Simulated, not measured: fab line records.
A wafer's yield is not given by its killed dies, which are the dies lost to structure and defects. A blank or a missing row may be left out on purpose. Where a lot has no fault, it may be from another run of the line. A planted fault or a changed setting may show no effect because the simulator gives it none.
Struck lot and sound lot, side by side + flow n5Finfet + 27 out of 1938 route steps
Sound: the wafers L831.1, L831.2, L831.3. Struck: wafer L839.3. (L839.1, L839.6 of the same lot were not struck and are left out.) The cause comes at the end.
Each step with rows lists, per side, the tool, then ch with its chambers, then its first start. Under that, the readings that differ: sound wafers + struck wafers + difference of the means + sigmas: that difference in standard deviations of wafers without a fault.
alike: readings whose means differ by less than 2 such deviations, and words and numbers that are the same on both sides. not compared: withheld readings, readings that some wafer has no value for, bounds like >300 that may hide the same value, and numbers for which the record gives no deviation and whose values overlap.
A row with sigmas, a row that says differs or no value, or rows on one side alone: a step with any of these is where the two part. Numbers that have no deviation but don't overlap get no sigmas and don't part them. A reading missing from all wafers of one side parts the sides only when that side holds two or more wafers.

N5_BEOL_M15_STRIP_63: strips in O2.
  sound on rieDiel-06 ch 0,1,2; struck on rieDiel-06 ch 0
  alike: drypumpMotorCurrentA, oesProductAu, rfVppV, showerheadPlenumPTorr, tempC, throttleValvePct
  not compared: rfHoursCounterH
N5_BEOL_M15_STRIP_64: strips in O2.
  sound on rieDiel-06 ch 0,1,2; struck on rieDiel-06 ch 0
  alike: drypumpMotorCurrentA, oesProductAu, rfVppV, showerheadPlenumPTorr, tempC, throttleValvePct
  not compared: rfHoursCounterH
then, 2 steps without rows for these wafers: N5_BEOL_M15_STRIP_65 (strips in post etch residue remover, time 60 s); N5_BEOL_M15_SRD_66 (time 30 s, dry time 30 s).
N5_BEOL_M15_CD_MEAS_17: target cd 360 nm.
  sound on cdSem-02 at day 12 13:34; struck on cdSem-01 at day 15 04:49
  alike: cdNm
then, 7 steps without rows for these wafers: N5_BEOL_M15_COAT_56 (time 60 s, resist thk 550 nm); N5_BEOL_M15_ETCH_57 (etches SOC in N2/H2, time 750 s); N5_BEOL_M15_COAT_60 (time 60 s, resist thk 89 nm); N5_BEOL_M15_COAT_22 (resist thk 800 nm); N5_BEOL_M15_EBR_24; N5_BEOL_M15_SOFTBAKE_23 (time 60 s); N5_BEOL_M15_EXPOSE_25 (exposes mask M15, target cd 400 nm).
N5_BEOL_M15_PEB_26: peb time 90 s.
  sound on lithoTrack-04 ch 0, day 12 14:30; struck on lithoTrack-02 ch 0, day 15 05:41
then, 2 steps without rows for these wafers: N5_BEOL_M15_DEVELOP_27 (develop time 45 s); N5_BEOL_M15_HARDBAKE_32 (time 120 s).
N5_BEOL_M15_CD_MEAS_28: target cd 407.6 nm.
  sound on cdSem-03 ch 0, day 12 14:37; struck on cdSem-03 ch 0, day 15 05:49
| reading   | sound             | struck | difference | sigmas |
|-----------|-------------------|--------|------------|--------|
| cdNm (nm) | 403.0 403.5 404.2 | 426.1  | +22.5      | +13    |
N5_BEOL_M15_OVL_MEAS_29:
  sound on overlay-01 ch 0, day 12 14:39; struck on overlay-02 ch 0, day 15 05:50
  alike: M15_OVL
N5_BEOL_M15_INSPECT_30: inspects for defects (macro).
  sound on defectInspect-01 at day 12 14:40; struck on defectInspect-02 at day 15 05:52
  alike: rawDefectCount
N5_BEOL_M15_DESCUM_33: chemistry O2, time 7.9 s.
  sound on rieDiel-06 ch 1,2,3, day 12 16:41; struck on rieDiel-02 ch 2, day 15 06:05
| reading                  | sound             | struck | difference | sigmas |
|--------------------------|-------------------|--------|------------|--------|
| drypumpMotorCurrentA (A) | 5.94 6.16 5.76    | 5.34   | -0.61      | -2     |
| rfVppV (V)               | 244.7 241.4 243.8 | 240.3  | -3.0       | -2     |
| model.BEOL_M15.cdNm (nm) | 403 403.6 404     | 426.2  | +22.7      |        |
  alike: oesProductAu, showerheadPlenumPTorr, tempC, throttleValvePct
  not compared: rfHoursCounterH
N5_BEOL_M15_ETCH_61: etches BARC in N2/H2, target depth 89 nm, overetch 26.7 nm, time 67.9 s.
  sound on rieDiel-06 ch 1,2,3, day 12 16:43; struck on rieDiel-02 ch 2, day 15 06:07
| reading                  | sound          | struck | difference | sigmas |
|--------------------------|----------------|--------|------------|--------|
| drypumpMotorCurrentA (A) | 5.98 6.13 5.76 | 5.33   | -0.63      | -2     |
  alike: n2FlowSccm, oesProductAu, rfVppV, showerheadPlenumPTorr, throttleValvePct
  not compared: rfHoursCounterH
N5_BEOL_M15_TRENCH_ETCH_34: etches SiO2 in C4F8/O2/Ar, target depth 872.93 nm, time 199 s.
  sound on rieDiel-06 ch 1,2,3, day 12 16:46; struck on rieDiel-02 ch 2, day 15 06:11
| reading                  | sound          | struck | difference | sigmas |
|--------------------------|----------------|--------|------------|--------|
| drypumpMotorCurrentA (A) | 5.99 6.15 5.79 | 5.36   | -0.62      | -2     |
| rfVppV (V)               | 2260 2239 2247 | 2204   | -45        | -3     |
  alike: C4F8_flow_sccm, oesProductAu, showerheadPlenumPTorr, throttleValvePct
  not compared: rfHoursCounterH
N5_BEOL_M15_STRIP_36: strips in O2.
  sound on rieDiel-02 ch 0,1,2, day 12 19:10; struck on rieDiel-06 ch 1, day 15 08:10
| reading             | sound       | struck | difference | sigmas |
|---------------------|-------------|--------|------------|--------|
| rfHoursCounterH (h) | 193 176 244 | 38     | -166       |        |
  alike: drypumpMotorCurrentA, oesProductAu, rfVppV, showerheadPlenumPTorr, tempC, throttleValvePct
then, 2 steps without rows for these wafers: N5_BEOL_M15_STRIP_62 (strips in O2); N5_BEOL_M15_STRIP_37 (strips in O2).
N5_BEOL_M15_ETCH_38: etches SiCN in CF4/N2, target depth 106.4 nm, time 120.5 s.
  sound on rieDiel-02 ch 0,1,2; struck on rieDiel-06 ch 1
| reading                  | sound             | struck | difference | sigmas |
|--------------------------|-------------------|--------|------------|--------|
| rfHoursCounterH (h)      | 193 177 244       | 38     | -167       |        |
| model.BEOL_M15.cdNm (nm) | 395.4 395.8 396.4 | 419    | +23        |        |
  alike: drypumpMotorCurrentA, n2FlowSccm, oesProductAu, rfVppV, showerheadPlenumPTorr, throttleValvePct
then, 1 step without rows for these wafers: N5_BEOL_M15_PRECLEAN_39 (cleans in residue remover, time 60 s).
N5_PASSIVATION_PROBE_49:
  sound on prober-01 at day 13 11:35; struck on prober-01 at day 16 01:44
| reading                 | sound          | struck | difference | sigmas |
|-------------------------|----------------|--------|------------|--------|
| defectLimitedYield (%)  | 92.2 92.3 92.8 | 89.2   | -3.2       | -2     |
| killed_at_M4_up         | 12 9 16        | 32     | +20        | +4     |
| killedDies              | 92 91 85       | 127    | +38        | +2     |
| killedOpen              | 65 52 54       | 96     | +39        | +3     |
| sort_bin_5_function (%) | 5.2 4.5 4.6    | 7.5    | +2.7       | +3     |
| sortNPass               | 1088 1089 1095 | 1053   | -38        | -2     |
| sortYieldPct (%)        | 92.2 92.3 92.8 | 89.2   | -3.2       | -2     |
  alike: killed_at_M0_to_M3, killedAtContacts, killedAtFrontEnd, killedAtOther, killedShort, sort_bin_6_memory

WHERE THEY PART
Last at N5_PASSIVATION_PROBE_49 as far as this record goes, first at N5_BEOL_M15_CD_MEAS_28.

WHY: whatever the simulator had introduced
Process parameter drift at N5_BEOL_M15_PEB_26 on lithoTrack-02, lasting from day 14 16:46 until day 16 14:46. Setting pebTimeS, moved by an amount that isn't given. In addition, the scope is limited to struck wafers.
